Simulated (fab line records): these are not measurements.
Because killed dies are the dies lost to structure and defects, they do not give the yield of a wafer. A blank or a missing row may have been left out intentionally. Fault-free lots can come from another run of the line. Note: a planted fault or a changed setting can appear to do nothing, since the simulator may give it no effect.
Which of the tools did it? + flow n5Finfet + 24 lots, 72 wafers sampled, at 4 steps of a route of 1938

== WHAT EACH GAUGE READ, for each wafer ==
N5_BEOL_M9_CD_MEAS_11: target cd 64.1 nm. Usual: cdNm 64.1 nm, standard deviation 0.6.
| lot  | measured     | on       | cdNm (nm)      | flag |
|------|--------------|----------|----------------|------|
| L074 | day 9 12:31  | cdSem-03 | 64.4 64.9 64.3 |      |
| L075 | day 9 18:05  | cdSem-02 | 64.8 63.5 64.4 |      |
| L076 | day 10 14:31 | cdSem-03 | 64.8 64.3 64.3 |      |
| L080 | day 11 06:22 | cdSem-01 | 63.1 64.2 63.8 |      |
| L078 | day 11 08:42 | cdSem-03 | 63.2 62.7 63.5 |      |
| L077 | day 11 09:01 | cdSem-02 | 64.1 64.3 63.2 |      |
| L079 | day 11 09:13 | cdSem-01 | 63.4 64.2 64.5 |      |
| L082 | day 11 12:34 | cdSem-02 | 63.2 63.3 63.2 |      |
| L083 | day 11 12:58 | cdSem-01 | 65.1 64.5 63.4 |      |
| L081 | day 11 21:02 | cdSem-01 | 64.7 63.7 64.2 |      |
| L084 | day 12 16:24 | cdSem-01 | 64.1 65.1 63.7 |      |
| L085 | day 12 21:08 | cdSem-01 | 63.6 64.2 64.3 |      |
| L086 | day 13 07:20 | cdSem-01 | 64.0 64.7 64.7 |      |
| L088 | day 13 10:49 | cdSem-01 | 63.3 64.0 64.7 |      |
| L087 | day 13 14:05 | cdSem-01 | 64.1 64.1 63.9 |      |
| L089 | day 14 02:17 | cdSem-01 | 64.3 65.1 64.9 |      |
| L090 | day 14 06:08 | cdSem-02 | 63.7 63.8 64.1 |      |
| L091 | day 14 10:40 | cdSem-03 | 64.3 63.6 64.3 |      |
| L092 | day 14 10:50 | cdSem-03 | 63.9 64.3 64.0 |      |
| L093 | day 14 18:22 | cdSem-01 | 64.9 64.6 64.7 |      |
| L094 | day 15 00:59 | cdSem-02 | 64.5 64.5 64.8 |      |
| L095 | day 15 06:15 | cdSem-01 | 64.5 63.8 64.5 |      |
| L096 | day 15 23:59 | cdSem-03 | 63.6 64.2 63.7 |      |
| L097 | day 16 03:44 | cdSem-03 | 64.3 64.4 63.9 |      |

N5_BEOL_M9_OCD_MEAS_38. Usual: trenchDepthNm 150.7 nm, standard deviation 2.9.
| lot  | measured     | on     | trenchDepthNm (nm) | flag |
|------|--------------|--------|--------------------|------|
| L074 | day 9 15:37  | ocd-01 | 152.2 150.2 152.3  |      |
| L075 | day 9 20:49  | ocd-01 | 148.3 151.5 147.3  |      |
| L076 | day 10 18:54 | ocd-01 | 148.0 148.8 148.3  |      |
| L080 | day 11 07:53 | ocd-01 | 149.3 149.5 152.3  |      |
| L078 | day 11 12:10 | ocd-02 | 149.5 144.9 149.8  |      |
| L077 | day 11 12:44 | ocd-01 | 147.3 152.9 147.4  |      |
| L079 | day 11 13:10 | ocd-02 | 148.6 146.3 148.5  |      |
| L082 | day 11 15:01 | ocd-01 | 150.4 155.4 148.8  |      |
| L083 | day 11 16:35 | ocd-01 | 148.6 148.8 148.2  |      |
| L081 | day 11 23:53 | ocd-02 | 147.0 154.8 151.1  |      |
| L084 | day 12 18:30 | ocd-02 | 152.3 154.0 150.7  |      |
| L085 | day 13 01:58 | ocd-01 | 150.1 155.8 147.9  |      |
| L086 | day 13 10:24 | ocd-01 | 151.2 149.3 149.3  |      |
| L088 | day 13 12:28 | ocd-02 | 150.9 153.0 153.3  |      |
| L087 | day 13 17:11 | ocd-02 | 153.9 154.1 148.4  |      |
| L089 | day 14 05:40 | ocd-02 | 152.8 151.5 150.7  |      |
| L090 | day 14 11:28 | ocd-01 | 154.4 152.8 153.7  |      |
| L091 | day 14 15:07 | ocd-01 | 155.7 149.5 154.2  |      |
| L092 | day 14 15:33 | ocd-01 | 154.4 154.5 149.7  |      |
| L093 | day 14 22:21 | ocd-01 | 149.3 154.8 154.4  |      |
| L094 | day 15 05:43 | ocd-01 | 150.9 147.1 152.0  |      |
| L095 | day 15 08:49 | ocd-01 | 149.1 150.4 149.5  |      |
| L096 | day 16 03:12 | ocd-01 | 153.5 150.8 148.3  |      |
| L097 | day 16 05:12 | ocd-02 | 152.8 147.3 149.2  |      |

N5_BEOL_M9_THK_MEAS_53: measures by xrf. Usual: M9_THK typically reads 138 nm, with standard deviation 3.3.
| lot  | measured     | on           | M9_THK (nm) | flag |
|------|--------------|--------------|-------------|------|
| L074 | day 9 18:44  | filmMetro-01 | 137 137 137 |      |
| L075 | day 9 23:53  | filmMetro-02 | 137 141 136 |      |
| L076 | day 10 21:45 | filmMetro-01 | 135 136 135 |      |
| L080 | day 11 10:28 | filmMetro-02 | 139 137 142 |      |
| L078 | day 11 15:25 | filmMetro-01 | 136 132 135 |      |
| L077 | day 11 15:28 | filmMetro-01 | 135 140 134 |      |
| L079 | day 11 15:46 | filmMetro-01 | 134 133 134 |      |
| L082 | day 11 18:16 | filmMetro-01 | 136 142 135 |      |
| L083 | day 11 18:52 | filmMetro-01 | 136 134 133 |      |
| L081 | day 12 02:54 | filmMetro-01 | 133 141 139 |      |
| L084 | day 12 21:38 | filmMetro-02 | 141 144 139 |      |
| L085 | day 13 05:07 | filmMetro-01 | 140 143 137 |      |
| L086 | day 13 12:43 | filmMetro-02 | 139 137 138 |      |
| L088 | day 13 14:52 | filmMetro-01 | 137 139 141 |      |
| L087 | day 13 19:38 | filmMetro-02 | 143 142 137 |      |
| L089 | day 14 08:01 | filmMetro-02 | 142 140 140 |      |
| L090 | day 14 14:02 | filmMetro-01 | 141 143 144 |      |
| L091 | day 14 17:30 | filmMetro-02 | 144 137 141 |      |
| L092 | day 14 17:59 | filmMetro-01 | 141 140 135 |      |
| L093 | day 15 01:26 | filmMetro-01 | 138 141 141 |      |
| L094 | day 15 09:35 | filmMetro-01 | 135 133 137 |      |
| L095 | day 15 11:14 | filmMetro-01 | 134 135 134 |      |
| L096 | day 16 05:42 | filmMetro-01 | 139 136 134 |      |
| L097 | day 16 08:09 | filmMetro-01 | 142 133 137 |      |

== EACH LOT AND THE TOOL THAT RAN IT (in order: tool; ch and the chambers of the sampled wafers; start) ==
| lot  | N5_BEOL_M9_ANNEAL_51            |
|------|---------------------------------|
| L074 | rtpAnneal-02 ch 0, day 9 18:13  |
| L075 | rtpAnneal-02 ch 0, day 9 23:20  |
| L076 | rtpAnneal-01 ch 0, day 10 20:53 |
| L080 | rtpAnneal-01 ch 0, day 11 09:58 |
| L078 | rtpAnneal-01 ch 0, day 11 14:43 |
| L077 | rtpAnneal-02 ch 0, day 11 14:58 |
| L079 | rtpAnneal-02 ch 0, day 11 15:14 |
| L082 | rtpAnneal-01 ch 0, day 11 17:42 |
| L083 | rtpAnneal-02 ch 0, day 11 18:19 |
| L081 | rtpAnneal-01 ch 0, day 12 02:19 |
| L084 | rtpAnneal-01 ch 0, day 12 21:02 |
| L085 | rtpAnneal-02 ch 0, day 13 04:28 |
| L086 | rtpAnneal-01 ch 0, day 13 12:08 |
| L088 | rtpAnneal-01 ch 0, day 13 14:17 |
| L087 | rtpAnneal-02 ch 0, day 13 19:02 |
| L089 | rtpAnneal-02 ch 0, day 14 07:26 |
| L090 | rtpAnneal-02 ch 0, day 14 13:26 |
| L091 | rtpAnneal-02 ch 0, day 14 16:56 |
| L092 | rtpAnneal-01 ch 0, day 14 17:25 |
| L093 | rtpAnneal-02 ch 0, day 15 00:51 |
| L094 | rtpAnneal-02 ch 0, day 15 09:02 |
| L095 | rtpAnneal-01 ch 0, day 15 10:39 |
| L096 | rtpAnneal-02 ch 0, day 16 05:06 |
| L097 | rtpAnneal-01 ch 0, day 16 07:34 |
- N5_BEOL_M9_ANNEAL_51: time 90 s.

== AS READ BY THE TOOLS THEMSELVES (means over the sampled wafers that have a number; for cases with no such wafer, the mark the record gives instead) ==
N5_BEOL_M9_ANNEAL_51. Usual: wafer_temp_C_max 226.2, standard deviation 0.38.
| lot  | tool         | wafer_temp_C_max | flag |
|------|--------------|------------------|------|
| L074 | rtpAnneal-02 | 226.8            |      |
| L075 | rtpAnneal-02 | 226.2            |      |
| L076 | rtpAnneal-01 | 225.8            |      |
| L080 | rtpAnneal-01 | 226.0            |      |
| L078 | rtpAnneal-01 | 226.0            |      |
| L077 | rtpAnneal-02 | 226.2            |      |
| L079 | rtpAnneal-02 | 226.4            |      |
| L082 | rtpAnneal-01 | 225.8            |      |
| L083 | rtpAnneal-02 | 226.7            |      |
| L081 | rtpAnneal-01 | 225.8            |      |
| L084 | rtpAnneal-01 | 226.0            |      |
| L085 | rtpAnneal-02 | 226.5            |      |
| L086 | rtpAnneal-01 | 225.6            |      |
| L088 | rtpAnneal-01 | 225.9            |      |
| L087 | rtpAnneal-02 | 226.0            |      |
| L089 | rtpAnneal-02 | 226.4            |      |
| L090 | rtpAnneal-02 | 226.4            |      |
| L091 | rtpAnneal-02 | 226.2            |      |
| L092 | rtpAnneal-01 | 225.9            |      |
| L093 | rtpAnneal-02 | 226.6            |      |
| L094 | rtpAnneal-02 | 226.7            |      |
| L095 | rtpAnneal-01 | 225.8            |      |
| L096 | rtpAnneal-02 | 226.2            |      |
| L097 | rtpAnneal-01 | 226.0            |      |

== THE ANSWER, worked out from the rows above alone ==
Rule: a lot counts as off when the mean over its wafers that have a number is more than 3 standard deviations away from the usual mean. Also off: a lot with no number at a reading for which 4 or more lots have one. Any other lot the step has rows for is counted as sound. Order of review: gauges by route order, followed by the tools' own readings, for which a lot's mean as printed above is used. The first step at which some lot is off is used, and at that step the reading that is off furthest; a lot without a number counts as furthest.
Across all readings shown, no lot is off: no conclusion can be drawn from this.

== WHAT HAD BEEN PUT IN BY THE SIMULATOR ==
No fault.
